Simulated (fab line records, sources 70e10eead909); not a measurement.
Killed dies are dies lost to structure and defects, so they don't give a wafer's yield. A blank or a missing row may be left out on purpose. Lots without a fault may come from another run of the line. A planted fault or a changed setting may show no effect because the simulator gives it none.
A struck lot beside a sound one | flow nand_harc | 42 steps out of a route of 1302
Sound: wafers L551.3, L551.4, L551.6. Struck: wafers L558.2, L558.6. (L558.1 of the same lot was not struck and is left out.) The cause comes at the end.
At each step with rows: each side's tool, then ch and its chambers, then its first start. Under that, the readings that differ: sound wafers | struck wafers | difference of the means | sigmas: that difference in standard deviations of wafers without a fault.
alike: readings whose means differ by less than 2 such deviations, and words and numbers that are the same on both sides. not compared: withheld readings, readings that some wafer has no value for, bounds like >300 that may hide the same value, and numbers for which the record gives no deviation and whose values overlap.
The two part at a step that has a row with sigmas, a row that says differs or no value, or rows on one side only. Numbers that don't overlap but have no deviation are shown without sigmas and don't part them. A reading that every wafer of one side lacks parts them only if that side has two wafers or more.

first, 1 step without rows for these wafers: NHARC_A_CONTACT_ETCH_49 (etches the open film in N2/H2, target depth 260 nm, time 475.3 s).
NHARC_A_CONTACT_ETCH_50: etches the open film in CF4/CHF3, target depth 121 nm, time 60.5 s.
  sound on rie_diel-06 ch 0,2,3; struck on rie_diel-02 ch 2,3
  alike: drypump_motor_current_A, oes_product_au, rf_vpp_V, showerhead_plenum_p_Torr, throttle_valve_pct
  not compared: rf_hours_counter_h
then, 3 steps without rows for these wafers: NHARC_A_CONTACT_ETCH_51 (etches the open film in O2/COS, target depth 7000 nm, time 1820 s); NHARC_A_CONTACT_ETCH_111 (etches the open film in C4F8/O2/Ar, time 140 s, target depth 700 nm); NHARC_A_CONTACT_ETCH_112 (etches the open film in C4F8/O2/Ar, time 190 s, target depth 1850 nm).
NHARC_A_CONTACT_ETCH_113: etches the open film in C4F8/O2/Ar, time 190 s, target depth 1850 nm.
  sound on har_cap_etch-03 ch 0,1, day 23 12:28; struck on har_cap_etch-01 ch 0, day 25 20:07
  not compared: rf_hours_counter_h
NHARC_A_CONTACT_ETCH_114: etches the open film in C4F8/O2/Ar, time 190 s, target depth 1850 nm.
  sound on har_cap_etch-03 ch 0,1, day 23 12:38; struck on har_cap_etch-01 ch 0, day 25 20:17
  not compared: rf_hours_counter_h
then, 5 steps without rows for these wafers: NHARC_A_CONTACT_ETCH_115 (etches the open film in C4F8/O2/Ar, time 190 s, target depth 1850 nm); NHARC_A_CONTACT_ETCH_116 (etches the open film in C4F8/O2/Ar, time 190 s, target depth 1850 nm); NHARC_A_CONTACT_ETCH_117 (etches the open film in C4F8/O2/Ar, time 190 s, target depth 1850 nm); NHARC_A_CONTACT_ETCH_118 (etches the open film in C4F8/O2/Ar, time 190 s, target depth 1850 nm); NHARC_A_CONTACT_ETCH_119 (etches the open film in C4F8/O2/Ar, time 190 s, target depth 1850 nm).
NHARC_A_CONTACT_ETCH_120: etches the open film in C4F8/O2/Ar, time 190 s, target depth 1850 nm.
  sound on har_cap_etch-03 ch 0,1, day 23 13:40; struck on har_cap_etch-01 ch 0, day 25 21:18
  not compared: rf_hours_counter_h
then, 1 step without rows for these wafers: NHARC_A_CONTACT_ETCH_121 (etches the open film in C4F8/O2/Ar, time 190 s, target depth 1850 nm).
NHARC_A_CONTACT_ETCH_122: etches the open film in C4F8/O2/Ar, time 190 s, target depth 1850 nm.
  sound on har_cap_etch-03 ch 0,1, day 23 14:01; struck on har_cap_etch-01 ch 0, day 25 21:38
  not compared: rf_hours_counter_h
then, 3 steps without rows for these wafers: NHARC_A_CONTACT_ETCH_123 (etches the open film in C4F8/O2/Ar, time 490 s, target depth 2110 nm); NHARC_A_CONTACT_ETCH_90 (etches the open film in CH3F/O2, target depth 40 nm, time 85.7 s); NHARC_A_CONTACT_ETCH_96 (etches the open film in C4F6/O2, target depth 20 nm, time 10 s).
NHARC_A_CONTACT_CD_MEAS_53:
  sound on cd_sem-01, day 23 15:20; struck on cd_sem-01, day 25 23:00
  alike: cd_nm
then, 3 steps without rows for these wafers: NHARC_A_CONTACT_STRIP_99 (strips in N2/H2); NHARC_A_CONTACT_STRIP_100 (strips in CF4/CHF3); NHARC_A_CONTACT_STRIP_101 (strips in O2/COS).
NHARC_A_CONTACT_ETCH_102: etches the open film in CF4/O2, target depth 100 nm, overetch 10 nm, time 55 s.
  sound on rie_diel-02 ch 0,1,2, day 23 16:05; struck on rie_diel-02 ch 0,2, day 25 23:19
  alike: drypump_motor_current_A, oes_product_au, rf_vpp_V, showerhead_plenum_p_Torr, throttle_valve_pct
  not compared: rf_hours_counter_h
then, 14 steps without rows for these wafers: NHARC_A_CONTACT_STRIP_55 (strips in O2); NHARC_A_CONTACT_STRIP_56 (strips in post etch residue remover, time 600 s); NHARC_A_CONTACT_DEP_57 (deposits aC, target thk 5300 nm); NHARC_A_CONTACT_DEP_58 (deposits SiON, target thk 90 nm); NHARC_A_CONTACT_DEHYDRATE_59 (time 120 s); NHARC_A_CONTACT_HMDS_60 (time 30 s); NHARC_A_CONTACT_COAT_61 (time 75 s); NHARC_A_CONTACT_COAT_62 (time 65 s); NHARC_A_CONTACT_COAT_63 (resist thk 90 nm); NHARC_A_CONTACT_SOFTBAKE_64 (time 55 s); NHARC_A_CONTACT_EBR_65; NHARC_A_CONTACT_EXPOSE_66 (exposes mask A CC 2); NHARC_A_CONTACT_PEB_67 (peb time 65 s); NHARC_A_CONTACT_DEVELOP_68 (develop time 35 s).
NHARC_A_CONTACT_CD_MEAS_69: target cd 300 nm.
  sound on cd_sem-01 ch 0, day 23 23:36; struck on cd_sem-01 ch 0, day 26 04:26
  alike: cd_nm
NHARC_A_CONTACT_OVL_MEAS_70:
  sound on overlay-01, day 23 23:41; struck on overlay-02, day 26 04:32
  alike: overlay_x_nm, overlay_y_nm
then, 2 steps without rows for these wafers: NHARC_A_CONTACT_DESCUM_74 (chemistry O2, time 3 s); NHARC_A_CONTACT_ETCH_75 (etches the open film in CF4, target depth 39 nm, time 65 s).
-- the record jumps here: 2 days lie between the struck wafers' starts before and after (it left off in module A_CONTACT and takes up again in module END, whose first step shown is number 1302 of the route) --
NHARC_END_SORT_01:
  the record has rows for the struck wafers here (prober-01 ch 0, day 28 15:56) and none for the sound ones

WHERE THEY PART
Only at NHARC_END_SORT_01, within this record.

WHY: what the simulator had put in
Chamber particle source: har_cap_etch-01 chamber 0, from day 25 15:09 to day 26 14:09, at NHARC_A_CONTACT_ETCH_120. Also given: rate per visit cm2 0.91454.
